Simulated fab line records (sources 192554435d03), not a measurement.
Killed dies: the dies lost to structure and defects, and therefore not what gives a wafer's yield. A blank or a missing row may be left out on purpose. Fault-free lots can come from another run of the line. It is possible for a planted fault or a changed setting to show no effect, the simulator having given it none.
Split-lot study    flow n5 finfet    route with 1938 steps; 7 lots, 21 wafers read

## SPLIT DETAILS
At N5_HKMG_FIN_ETCH_54 (etches SiARC in CF4, target depth 45.5 nm, time 75.8 s), the setting source w was moved away from the recipe's 545 W on 6 of the 21 wafers read, by -16.1% to +7.1%. For the rest of the wafers, this setting stayed at what the recipe calls for.

The split's own step is where the reading is taken.

## THE READING
rf vpp V, in V, at N5_HKMG_FIN_ETCH_54 (etches SiARC in CF4, target depth 45.5 nm, time 75.8 s). Fault-free wafers of this fab line usually give 184.5 V, standard deviation 1.1 V.

wafer   tool, chamber at the split  source w as run, W  against the recipe  rf vpp V, V  against lot-mates on the recipe
L078.2  rie diel-05, 0              545                 recipe              185.4        -
L078.3  rie diel-05, 1              574.6               +5.4%               181.9        -3.5
L078.6  rie diel-05, 3              574.6               +5.4%               182.8        -2.6
L079.1  rie diel-01, 1              545                 recipe              185.0        -
L079.3  rie diel-01, 3              545                 recipe              184.8        -
L079.4  rie diel-01, 1              545                 recipe              184.4        -
L084.3  rie diel-05, 1              545                 recipe              183.2        -
L084.4  rie diel-05, 2              545                 recipe              185.4        -
L084.5  rie diel-05, 3              545                 recipe              184.6        -
L085.3  rie diel-01, 2              545                 recipe              183.3        -
L085.4  rie diel-01, 1              583.8               +7.1%               180.6        -2.7
L085.5  rie diel-01, 0              583.8               +7.1%               179.8        -3.5
L088.1  rie diel-05, 3              545                 recipe              185.3        -
L088.3  rie diel-05, 2              457                 -16.1%              196.0        +11.3
L088.4  rie diel-05, 0              545                 recipe              184.1        -
L091.2  rie diel-01, 3              545                 recipe              184.7        -
L091.3  rie diel-01, 1              472.1               -13.4%              193.3        +8.9
L091.6  rie diel-01, 2              545                 recipe              184.2        -
L097.2  rie diel-06, 2              545                 recipe              184.2        -
L097.3  rie diel-06, 3              545                 recipe              186.7        -
L097.5  rie diel-06, 2              545                 recipe              187.3        -

THE FIT
A straight line over all 21 wafers: rf vpp V changes by -0.643 V for each +1% of source w; r = -0.96; the points scatter about the line by 1 V.
The same after taking each lot's own level away (the mean of its wafers on the recipe; 21 wafers): -0.628 V for each +1%; r = -0.97; scatter 0.86 V.
Per that fit: largest source w move, reading shift of 10 V.
Measured against the standard deviation above, the lots' own levels, which go from 183.30 to 186.07 V, span 2.5 times it.
The two slopes agree, so the slope changes little with the lot-to-lot level.
Check: for one of the wafers moved furthest among these (-16.1%), held out of the fit, the line's prediction against its lot-mates is +9.57 V. It came out at +11.3 V against them.
Tool readings at the split's step, against how far the setting was moved: etch rf on time s r = -0.97; rf vpp V r = -0.96.

## FURTHER SPLITS ON THESE WAFERS
Other splits were also applied to these wafers ahead of the reading. Each is held against what the fit with the lots' levels taken away leaves over:
other split on the same wafers      wafers away from the commonest value  r with rf vpp V (lot level and that fit taken away)
N5_SD_EPI_N_ETCH_16 target depth a  5                                     -0.04
N5_SD_EPI_N_EPI_21 temp c           5                                     +0.22

## THE WHOLE CHAIN: every reading that the file lists as answering this split, in the file's order
step                 what it does                                            reading            change (the file's fit)               r (the file's)
N5_HKMG_FIN_ETCH_54  etches SiARC in CF4, target depth 45.5 nm, time 75.8 s  etch rf on time s  withheld for each +1% of the setting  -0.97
N5_HKMG_FIN_ETCH_54  etches SiARC in CF4, target depth 45.5 nm, time 75.8 s  rf vpp V           -0.653 V for each +1% of the setting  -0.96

## THE FILE'S OWN FIT
rf vpp V changes by -0.653 V for each +1% of source w, r = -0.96.
